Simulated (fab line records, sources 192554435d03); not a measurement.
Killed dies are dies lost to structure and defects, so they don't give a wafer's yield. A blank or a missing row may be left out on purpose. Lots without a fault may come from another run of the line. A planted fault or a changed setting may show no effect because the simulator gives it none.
Chamber matching | flow n5_finfet | N5_BEOL_M0_SAQP_ETCH_88 on rie_diel-03: 4 sister chambers
The step etches underlayer in N2/H2, target depth 6.5 nm, time 5.2 s. 4 wafers are shown with their chamber, then 11 later ones without.

WAFERS WITH THEIR CHAMBER
wafer  | chamber | showerhead_plenum_p_Torr (Torr)
L083.5 | 0       | 2.63
L088.5 | 1       | 2.71
L088.6 | 3       | 2.40
L089.1 | 2       | 2.47

WAFERS WITHOUT THEIR CHAMBER
wafer  | showerhead_plenum_p_Torr (Torr)
L089.2 | 2.71
L089.3 | 2.40
L090.1 | 2.47
L090.3 | 2.40
L090.5 | 2.40
L091.2 | 2.40
L091.5 | 2.47
L091.6 | 2.40
L095.2 | 2.39
L095.5 | 2.70
L095.6 | 2.39

WHICH CHAMBER EACH WENT THROUGH
wafer  | from the rows above | in truth
L089.2 | 1                   | 1
L089.3 | 3                   | 3
L090.1 | 2                   | 2
L090.3 | 3                   | 3
L090.5 | 3                   | 3
L091.2 | 3                   | 3
L091.5 | 2                   | 2
L091.6 | 3                   | 3
L095.2 | 3                   | 3
L095.5 | 1                   | 1
L095.6 | 3                   | 3
Placed correctly: 11 of 11. Can't be placed from these rows: 0. Placed wrongly: 0.
How it was worked out, from the rows above alone: a wafer's distance from a chamber is the root of the sum, over the readings, of the square of ((its reading less the chamber's mean) divided by the reading's scatter). The wafer belongs to the nearest chamber; if the next one is less than 2 further off, it can't be placed. A chamber's mean is the mean of its shown wafers. The scatter: with one shown wafer a chamber, the root of the mean of the squares of how far each hidden wafer lies from its nearest shown one.
